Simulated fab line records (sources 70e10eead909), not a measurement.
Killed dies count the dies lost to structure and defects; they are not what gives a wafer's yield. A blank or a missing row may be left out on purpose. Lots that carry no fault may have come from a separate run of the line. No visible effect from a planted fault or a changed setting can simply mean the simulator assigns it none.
Which tool is to blame?	flow nand_harc	69 wafers from 23 lots sampled at 6 of the route's 1159 steps

WHAT EACH GAUGE READ, for each wafer
The record lacks any reading of a measuring or inspecting step that a usual standard deviation could be used to judge.

WHICH TOOL RAN EACH LOT (tool, then ch and the chambers of the sampled wafers, then the start)
lot	NHARC_A_STAIRCASE_TRIM_14	NHARC_A_STAIRCASE_TRIM_16	NHARC_A_STAIRCASE_ETCH_21	NHARC_A_STAIRCASE_STRIP_175	NHARC_A_STAIRCASE_ETCH_203	NHARC_A_STAIRCASE_TRIM_235
L075	rie_diel-11 ch 0,2,3, day 10 19:35 or earlier	rie_diel-11 ch 0,2,3, day 10 19:35 or earlier	rie_diel-08 ch 1,2,3, day 10 19:35 or earlier	plasma_asher-02 ch 0,1, day 10 19:35	rie_diel-09 ch 0,1,2, no start	rie_diel-09 ch 0,1,3, no start
L074	rie_diel-09 ch 0,2,3, day 11 01:11 or earlier	rie_diel-09 ch 0,1,2, day 11 01:11 or earlier	rie_diel-11 ch 1,2,3, day 11 01:11 or earlier	plasma_asher-02 ch 0,1, day 11 01:11	rie_diel-08 ch 0,2,3, no start	rie_diel-08 ch 1,2,3, no start
L076	rie_diel-09 ch 1,2,3, day 11 09:26 or earlier	rie_diel-09 ch 0,3, day 11 09:26 or earlier	rie_diel-09 ch 1,2, day 11 09:26 or earlier	plasma_asher-02 ch 0,1, day 11 09:26	rie_diel-11 ch 0,3, no start	rie_diel-08 ch 0,2,3, no start
L077	rie_diel-09 ch 0,1,3, day 11 09:41 or earlier	rie_diel-09 ch 1,2,3, day 11 09:41 or earlier	rie_diel-09 ch 1,2, day 11 09:41 or earlier	plasma_asher-02 ch 0,1, day 11 09:41	rie_diel-09 ch 0,1,3, no start	rie_diel-11 ch 0,3, no start
L078	rie_diel-09 ch 0,1,2, day 11 15:43 or earlier	rie_diel-09 ch 2,3, day 11 15:43 or earlier	rie_diel-11 ch 0,1,2, day 11 15:43 or earlier	plasma_asher-02 ch 0,1, day 11 15:43	rie_diel-11 ch 2,3, no start	rie_diel-09 ch 0,1,2, no start
L079	rie_diel-11 ch 0,3, day 11 19:49 or earlier	rie_diel-11 ch 2,3, day 11 19:49 or earlier	rie_diel-08 ch 1,2,3, day 11 19:49 or earlier	plasma_asher-01 ch 0,1, day 11 19:49	rie_diel-08 ch 0,1,2, no start	rie_diel-11 ch 0,1,2, no start
L081	rie_diel-09 ch 0,1,2, day 12 12:49 or earlier	rie_diel-09 ch 1,2,3, day 12 12:49 or earlier	rie_diel-09 ch 0,2,3, day 12 12:49 or earlier	plasma_asher-02 ch 0,1, day 12 12:49	rie_diel-08 ch 0,1,2, no start	rie_diel-08 ch 1,2,3, no start
L080	rie_diel-08 ch 0,1,2, day 12 13:19 or earlier	rie_diel-08 ch 0,2,3, day 12 13:19 or earlier	rie_diel-08 ch 0,1,3, day 12 13:19 or earlier	plasma_asher-02 ch 0,1, day 12 13:19	rie_diel-09 ch 0,2,3, no start	rie_diel-09 ch 0,2,3, no start
L082	rie_diel-11 ch 0,1,2, day 12 19:40 or earlier	rie_diel-11 ch 0,2,3, day 12 19:40 or earlier	rie_diel-09 ch 0,1,3, day 12 19:40 or earlier	plasma_asher-02 ch 0,1, day 12 19:40	rie_diel-09 ch 1,2,3, no start	rie_diel-08 ch 1,2,3, no start
L083	rie_diel-11 ch 0,1,3, day 13 03:02 or earlier	rie_diel-11 ch 1,2,3, day 13 03:02 or earlier	rie_diel-09 ch 0,2,3, day 13 03:02 or earlier	plasma_asher-02 ch 0,1, day 13 03:02	rie_diel-09 ch 1,2,3, no start	rie_diel-09 ch 0,1,3, no start
L084	rie_diel-11 ch 0,1, day 13 11:22 or earlier	rie_diel-11 ch 1,2, day 13 11:22 or earlier	rie_diel-11 ch 1,3, day 13 11:22 or earlier	plasma_asher-02 ch 1, day 13 11:22	rie_diel-09 ch 2,3, no start	rie_diel-09 ch 0,1,3, no start
L085	rie_diel-11 ch 0,2,3, day 14 03:59 or earlier	rie_diel-11 ch 1,2, day 14 03:59 or earlier	rie_diel-09 ch 0,1,3, day 14 03:59 or earlier	plasma_asher-01 ch 0,1, day 14 03:59	rie_diel-09 ch 0,3, no start	rie_diel-09 ch 0,1,2, no start
L086	rie_diel-11 ch 0,2,3, day 14 04:19 or earlier	rie_diel-11 ch 0,1,3, day 14 04:19 or earlier	rie_diel-11 ch 0,1,2, day 14 04:19 or earlier	plasma_asher-01 ch 0,1, day 14 04:19	rie_diel-11 ch 0,1,3, no start	rie_diel-09 ch 1,3, no start
L087	rie_diel-11 ch 0,1,3, day 14 04:00 or earlier	rie_diel-11 ch 0,1,3, day 14 04:00 or earlier	rie_diel-09 ch 0,1,3, day 14 04:00 or earlier	plasma_asher-02 ch 0,1, day 14 04:00	rie_diel-09 ch 0,1,2, no start	rie_diel-11 ch 1,2,3, no start
L088	rie_diel-11 ch 0,1,3, day 14 05:35 or earlier	rie_diel-11 ch 1,2,3, day 14 05:35 or earlier	rie_diel-09 ch 0,1,3, day 14 05:35 or earlier	plasma_asher-02 ch 0,1, day 14 05:35	rie_diel-09 ch 0,1,2, no start	rie_diel-08 ch 1,3, no start
L089	rie_diel-09 ch 1,2,3, day 14 10:56 or earlier	rie_diel-09 ch 0,1,3, day 14 10:56 or earlier	rie_diel-09 ch 0,1,3, day 14 10:56 or earlier	plasma_asher-01 ch 0,1, day 14 10:56	rie_diel-09 ch 1,3, no start	rie_diel-08 ch 0,1,3, no start
L090	rie_diel-11 ch 0,2,3, day 14 11:56 or earlier	rie_diel-11 ch 0,1,2, day 14 11:56 or earlier	rie_diel-11 ch 1,2,3, day 14 11:56 or earlier	plasma_asher-02 ch 0,1, day 14 11:56	rie_diel-11 ch 1,2,3, no start	rie_diel-09 ch 1,3, no start
L093	rie_diel-08 ch 0,2,3, day 15 06:41 or earlier	rie_diel-08 ch 0,2,3, day 15 06:41 or earlier	rie_diel-11 ch 0,2,3, day 15 06:41 or earlier	plasma_asher-02 ch 0,1, day 15 06:41	rie_diel-08 ch 0,2, no start	rie_diel-09 ch 0,1,3, no start
L092	rie_diel-09 ch 0,3, day 15 09:50 or earlier	rie_diel-09 ch 0,1, day 15 09:50 or earlier	rie_diel-08 ch 0,2, day 15 09:50	plasma_asher-01 ch 0,1, day 15 11:48	rie_diel-08 ch 1,3, no start	rie_diel-08 ch 1,2,3, no start
L091	rie_diel-09 ch 1,3, day 15 14:05 or earlier	rie_diel-09 ch 0,1,3, day 15 14:05 or earlier	rie_diel-09 ch 0,3, day 15 14:05 or earlier	plasma_asher-02 ch 0,1, day 15 14:05	rie_diel-11 ch 0,1,3, no start	rie_diel-08 ch 0,1, no start
L094	rie_diel-08 ch 1,2,3, day 15 17:20 or earlier	rie_diel-08 ch 0,3, day 15 17:20 or earlier	rie_diel-08 ch 0,1,3, day 15 17:20 or earlier	plasma_asher-01 ch 0,1, day 15 17:20	rie_diel-09 ch 1,3, no start	rie_diel-09 ch 0,2, no start
L095	rie_diel-11 ch 0,1,2, day 16 00:04 or earlier	rie_diel-11 ch 0,2, day 16 00:04 or earlier	rie_diel-11 ch 0,1,2, day 16 00:04 or earlier	plasma_asher-02 ch 0,1, day 16 00:04	rie_diel-09 ch 0,1, no start	rie_diel-09 ch 1,2,3, no start
L097	rie_diel-08 ch 1,2,3, day 16 05:53 or earlier	rie_diel-08 ch 0,1,2, day 16 05:53 or earlier	rie_diel-11 ch 0,1,3, day 16 05:53 or earlier	plasma_asher-01 ch 0,1, day 16 05:53	rie_diel-09 ch 0,2,3, no start	rie_diel-09 ch 0,1,3, no start
- NHARC_A_STAIRCASE_TRIM_14: chemistry O2, time 211.2 s.
- NHARC_A_STAIRCASE_TRIM_16: chemistry O2, time 211.2 s.
- NHARC_A_STAIRCASE_ETCH_21: etches the open film in C4F8/O2, target depth 100 nm, time 40.5 s.
- NHARC_A_STAIRCASE_STRIP_175: strips in O2.
- NHARC_A_STAIRCASE_ETCH_203: etches the open film in C4F8/O2, target depth 100 nm, time 40.5 s.
- NHARC_A_STAIRCASE_TRIM_235: chemistry O2, time 211.2 s.

WHAT THE TOOLS THEMSELVES READ (means of the sampled wafers that have a number; where no wafer has one, the mark that the record gives instead)
NHARC_A_STAIRCASE_TRIM_14. Usual: drypump_motor_current_A 5.7 A, standard deviation 0.55; oes_product_au 0.999 a.u., standard deviation 0.0072; rf_vpp_V 57.8 V, standard deviation 0.89; showerhead_plenum_p_Torr 3.52 Torr, standard deviation 0.14; throttle_valve_pct 17.038 %, standard deviation 0.0089.
lot	tool	drypump_motor_current_A (A)	oes_product_au (a.u.)	rf_vpp_V (V)	showerhead_plenum_p_Torr (Torr)	throttle_valve_pct (%)	flag
L075	rie_diel-11	6.1	0.995	58.4	3.49	17.039	
L074	rie_diel-09	5.1	0.994	58.5	3.44	17.044	
L076	rie_diel-09	5.1	1.001	57.0	3.42	17.040	
L077	rie_diel-09	5.2	1.007	57.6	3.43	17.036	
L078	rie_diel-09	4.9	1.002	58.1	3.51	17.030	
L079	rie_diel-11	6.3	0.993	58.0	3.42	17.041	
L081	rie_diel-09	5.0	0.995	57.7	3.51	17.040	
L080	rie_diel-08	5.7	1.002	57.3	3.59	17.033	
L082	rie_diel-11	6.0	0.998	57.9	3.59	17.040	
L083	rie_diel-11	6.2	1.003	58.4	3.53	17.040	
L084	rie_diel-11	6.1	1.005	58.2	3.64	17.038	
L085	rie_diel-11	6.1	0.994	57.3	3.47	17.040	
L086	rie_diel-11	6.1	1.000	57.4	3.47	17.042	
L087	rie_diel-11	6.2	1.004	57.3	3.52	17.040	
L088	rie_diel-11	6.2	1.000	57.2	3.52	17.035	
L089	rie_diel-09	5.1	1.006	57.4	3.59	17.038	
L090	rie_diel-11	6.1	0.997	58.1	3.47	17.042	
L093	rie_diel-08	5.6	0.998	58.6	3.60	17.034	
L092	rie_diel-09	5.3	0.997	57.4	3.70	17.040	
L091	rie_diel-09	5.1	1.000	57.7	3.58	17.040	
L094	rie_diel-08	5.5	0.998	57.1	3.49	17.036	
L095	rie_diel-11	6.0	0.995	58.4	3.58	17.042	
L097	rie_diel-08	5.5	0.998	57.1	3.49	17.030	

NHARC_A_STAIRCASE_TRIM_16. Usual: drypump_motor_current_A 5.7 A, standard deviation 0.52; oes_product_au 1.000 a.u., standard deviation 0.0076; rf_vpp_V 57.8 V, standard deviation 0.92; showerhead_plenum_p_Torr 3.52 Torr, standard deviation 0.14; throttle_valve_pct 17.035 %, standard deviation 0.008.
lot	tool	drypump_motor_current_A (A)	oes_product_au (a.u.)	rf_vpp_V (V)	showerhead_plenum_p_Torr (Torr)	throttle_valve_pct (%)	flag
L075	rie_diel-11	6.1	0.998	57.0	3.49	17.030	
L074	rie_diel-09	5.0	0.993	58.1	3.51	17.041	
L076	rie_diel-09	5.2	0.990	57.5	3.45	17.035	
L077	rie_diel-09	5.1	0.997	57.6	3.42	17.029	
L078	rie_diel-09	5.1	0.995	57.7	3.43	17.038	
L079	rie_diel-11	6.1	0.991	57.4	3.45	17.029	
L081	rie_diel-09	5.1	1.000	57.3	3.60	17.036	
L080	rie_diel-08	5.7	1.003	57.5	3.62	17.031	
L082	rie_diel-11	6.1	1.005	57.4	3.48	17.038	
L083	rie_diel-11	6.2	1.001	58.0	3.50	17.032	
L084	rie_diel-11	5.9	0.997	57.5	3.56	17.040	
L085	rie_diel-11	6.0	0.998	57.9	3.56	17.036	
L086	rie_diel-11	6.2	1.003	57.9	3.52	17.035	
L087	rie_diel-11	6.2	1.002	58.5	3.52	17.033	
L088	rie_diel-11	6.2	0.999	57.2	3.49	17.032	
L089	rie_diel-09	5.1	0.997	58.0	3.60	17.040	
L090	rie_diel-11	6.0	1.003	57.7	3.58	17.041	
L093	rie_diel-08	5.7	1.007	58.8	3.60	17.037	
L092	rie_diel-09	5.0	1.005	57.3	3.50	17.038	
L091	rie_diel-09	5.2	0.997	57.9	3.59	17.036	
L094	rie_diel-08	6.0	0.995	57.4	3.56	17.030	
L095	rie_diel-11	5.9	0.997	56.8	3.53	17.033	
L097	rie_diel-08	5.7	1.001	58.0	3.57	17.032	

NHARC_A_STAIRCASE_ETCH_21. Usual: bias_w 1000 W, standard deviation 3.1; oes_product_au 0.946 a.u., standard deviation 0.019; rf_vpp_V 897 V, standard deviation 5.3.
lot	tool	bias_w (W)	oes_product_au (a.u.)	rf_vpp_V (V)	flag
L075	rie_diel-08	999	0.940	895	
L074	rie_diel-11	1001	0.971	895	
L076	rie_diel-09	999	0.941	895	
L077	rie_diel-09	1002	0.947	895	
L078	rie_diel-11	995	0.967	898	
L079	rie_diel-08	1002	0.923	895	
L081	rie_diel-09	1002	0.940	898	
L080	rie_diel-08	1000	0.949	895	
L082	rie_diel-09	1000	0.963	900	
L083	rie_diel-09	1002	0.956	898	
L084	rie_diel-11	1001	0.951	892	
L085	rie_diel-09	1001	0.924	899	
L086	rie_diel-11	999	0.936	899	
L087	rie_diel-09	995	0.922	898	
L088	rie_diel-09	1001	0.959	898	
L089	rie_diel-09	1002	0.950	898	
L090	rie_diel-11	999	0.935	895	
L093	rie_diel-11	1002	0.966	893	
L092	rie_diel-08	1000	0.946	903	
L091	rie_diel-09	1001	0.936	899	
L094	rie_diel-08	1000	0.943	893	
L095	rie_diel-11	1000	0.933	897	
L097	rie_diel-11	997	0.923	896	

NHARC_A_STAIRCASE_STRIP_175. Usual: drypump_motor_current_A 5.56 A, standard deviation 0.14; heater_power_w 310 W, standard deviation 28.
lot	tool	drypump_motor_current_A (A)	heater_power_w (W)	flag
L075	plasma_asher-02	5.46	300	
L074	plasma_asher-02	5.47	303	
L076	plasma_asher-02	5.46	298	
L077	plasma_asher-02	5.49	288	
L078	plasma_asher-02	5.47	299	
L079	plasma_asher-01	5.75	332	
L081	plasma_asher-02	5.48	289	
L080	plasma_asher-02	5.47	302	
L082	plasma_asher-02	5.47	299	
L083	plasma_asher-02	5.48	297	
L084	plasma_asher-02	5.44	310	
L085	plasma_asher-01	5.76	329	
L086	plasma_asher-01	5.67	344	
L087	plasma_asher-02	5.47	294	
L088	plasma_asher-02	5.50	290	
L089	plasma_asher-01	5.76	326	
L090	plasma_asher-02	5.52	297	
L093	plasma_asher-02	5.49	289	
L092	plasma_asher-01	5.67	347	
L091	plasma_asher-02	5.48	302	
L094	plasma_asher-01	5.77	329	
L095	plasma_asher-02	5.52	292	
L097	plasma_asher-01	5.67	345	

NHARC_A_STAIRCASE_ETCH_203. Usual: bias_w 1000 W, standard deviation 3.1; oes_product_au 0.939 a.u., standard deviation 0.0091; rf_vpp_V 897 V, standard deviation 5.4.
lot	tool	bias_w (W)	oes_product_au (a.u.)	rf_vpp_V (V)	flag
L075	rie_diel-09	1000	0.942	896	
L074	rie_diel-08	999	0.947	900	
L076	rie_diel-11	1000	0.939	895	
L077	rie_diel-09	998	0.938	893	
L078	rie_diel-11	1000	0.938	893	
L079	rie_diel-08	998	0.938	897	
L081	rie_diel-08	998	0.938	898	
L080	rie_diel-09	998	0.927	899	
L082	rie_diel-09	999	0.933	899	
L083	rie_diel-09	1000	0.948	898	
L084	rie_diel-09	1004	0.938	902	
L085	rie_diel-09	999	0.936	902	
L086	rie_diel-11	996	0.944	895	
L087	rie_diel-09	999	0.934	895	
L088	rie_diel-09	1003	0.945	894	
L089	rie_diel-09	1001	0.944	898	
L090	rie_diel-11	1001	0.942	895	
L093	rie_diel-08	999	0.931	901	
L092	rie_diel-08	1000	0.935	891	
L091	rie_diel-11	1002	0.944	895	
L094	rie_diel-09	1004	0.949	897	
L095	rie_diel-09	1002	0.943	894	
L097	rie_diel-09	1004	0.949	899	

NHARC_A_STAIRCASE_TRIM_235. Usual: drypump_motor_current_A 5.4 A, standard deviation 0.47; oes_product_au 0.998 a.u., standard deviation 0.007; rf_vpp_V 57.8 V, standard deviation 0.87; showerhead_plenum_p_Torr 3.54 Torr, standard deviation 0.15; throttle_valve_pct 17.037 %, standard deviation 0.0083.
lot	tool	drypump_motor_current_A (A)	oes_product_au (a.u.)	rf_vpp_V (V)	showerhead_plenum_p_Torr (Torr)	throttle_valve_pct (%)	flag
L075	rie_diel-09	5.1	0.997	57.4	3.44	17.038	
L074	rie_diel-08	5.5	1.002	57.9	3.51	17.041	
L076	rie_diel-08	5.7	0.998	57.2	3.62	17.034	
L077	rie_diel-11	6.1	0.990	59.0	3.51	17.041	
L078	rie_diel-09	4.9	0.989	58.2	3.51	17.039	
L079	rie_diel-11	6.0	1.002	57.2	3.59	17.039	
L081	rie_diel-08	5.5	1.003	57.1	3.50	17.039	
L080	rie_diel-09	5.2	0.994	57.7	3.61	17.041	
L082	rie_diel-08	5.5	0.998	57.2	3.50	17.037	
L083	rie_diel-09	5.2	1.000	58.4	3.60	17.045	
L084	rie_diel-09	5.1	1.001	57.7	3.60	17.042	
L085	rie_diel-09	4.9	1.000	58.8	3.50	17.030	
L086	rie_diel-09	5.1	0.999	58.2	3.58	17.032	
L087	rie_diel-11	6.2	0.990	57.6	3.49	17.035	
L088	rie_diel-08	5.5	1.012	56.4	3.38	17.038	
L089	rie_diel-08	5.7	1.002	57.9	3.46	17.042	
L090	rie_diel-09	5.1	0.998	58.2	3.58	17.043	
L093	rie_diel-09	5.2	0.994	57.5	3.59	17.031	
L092	rie_diel-08	5.4	0.996	57.5	3.49	17.034	
L091	rie_diel-08	5.8	0.997	58.0	3.41	17.034	
L094	rie_diel-09	5.0	0.994	57.1	3.50	17.036	
L095	rie_diel-09	5.1	0.997	57.9	3.58	17.032	
L097	rie_diel-09	5.1	1.007	58.2	3.59	17.035	

THE ANSWER, worked out from the rows above alone
Rule: a lot is off if the mean of its wafers that have a number lies more than 3 standard deviations from the usual mean. A lot without any number at a reading at which 4 lots or more have one is off too. Where the step has rows for the other lots, those lots are counted as sound. The gauges are gone through in route order, then the tools' own readings, and for those a lot's mean is taken as printed above. At the first step where some lot is off, the reading lying furthest off is the one used; lots without a number count as furthest.
No lot is off at any reading shown: from this, nothing can be told.

WHAT WAS PUT IN BY THE SIMULATOR
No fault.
